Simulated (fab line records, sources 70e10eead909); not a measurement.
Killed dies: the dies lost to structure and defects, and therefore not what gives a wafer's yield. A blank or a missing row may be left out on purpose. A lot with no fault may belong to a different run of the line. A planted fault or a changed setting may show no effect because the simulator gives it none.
The same fault as seen by 2 desks | flow nand harc | each desk holds nothing but its own numbers, with what lay behind them at the end

== METROLOGY DESK ==
What the gauges read, lot by lot, whatever tool the lot ran on: means of the sampled wafers that have a number. A lot is out of limits, marked OUT, if its mean lies more than 4 standard deviations from the usual mean; the brackets give that distance.
Columns: A = cd nm at NHARC_THIN_TSV_CD_MEAS_12, usual 999.6 nm; B = cd nm at NHARC_THIN_TSV_CD_MEAS_16, usual 999.4 nm
lot  | first seen here | A      | B
L901 | day 19 00:59    | 1001.3 | 1000.6
L904 | day 19 02:11    | 997.8  | 997.4
L903 | day 19 05:24    | 1001.2 | 1001.5
L902 | day 19 11:34    | 999.0  | 998.7
L905 | day 20 05:20    | 999.5  | 998.9
L908 | day 21 00:29    | 998.5  | 998.1
L911 | day 21 09:10    | 999.8  | 999.7
L910 | day 21 10:23    | 1000.2 | 1000.0
L912 | day 21 11:34    | 999.2  | 999.2
L909 | day 21 12:46    | 1001.9 | 1001.8
L916 | day 23 00:28    | 999.7  | 999.6
L919 | day 23 23:43    | 1001.1 | 1001.4
L917 | day 24 06:56    | 999.8  | 999.7
This desk's verdict: no lot among the 13 shows anything out of limits.

== FOR THE TOOL OWNER'S DESK: rie diel-09 ==
The tool's own readings at NHARC_A_M1_ETCH_15 (etches the open film in C4F8/Ar, target depth 182.5 nm, time 91.2 s): means of the sampled wafers that have a number, for each lot that ran on this tool. A lot is out of limits, marked OUT, if its mean lies more than 4 standard deviations from the usual mean; the brackets give that distance.
Columns: A = oes product au at NHARC_A_M1_ETCH_15, usual 0.952 a.u.; B = rf fwd power W at NHARC_A_M1_ETCH_15, usual 595.4 W; C = rf vpp V at NHARC_A_M1_ETCH_15, usual 440.7 V
lot  | first seen here | A     | B     | C
L903 | day 18 09:24    | 0.930 | 595.2 | 439.4
L902 | day 18 13:52    | 0.968 | 593.8 | 439.5
L905 | day 19 09:14    | 0.979 | 594.1 | 440.6
L908 | day 20 03:53    | 0.970 | 595.6 | 440.9
L910 | day 20 10:08    | 0.924 | 594.6 | 440.2
L912 | day 20 15:49    | 0.960 | 595.7 | 440.9
L909 | day 20 16:11    | 0.982 | 594.8 | 438.5
This desk's verdict: no lot among the 7 shows anything out of limits.

== PUT TOGETHER ==
Nothing out of limits was seen by the metrology desk.
The desk of the tool owner found nothing out of limits.

== WHAT WAS PUT IN BY THE SIMULATOR ==
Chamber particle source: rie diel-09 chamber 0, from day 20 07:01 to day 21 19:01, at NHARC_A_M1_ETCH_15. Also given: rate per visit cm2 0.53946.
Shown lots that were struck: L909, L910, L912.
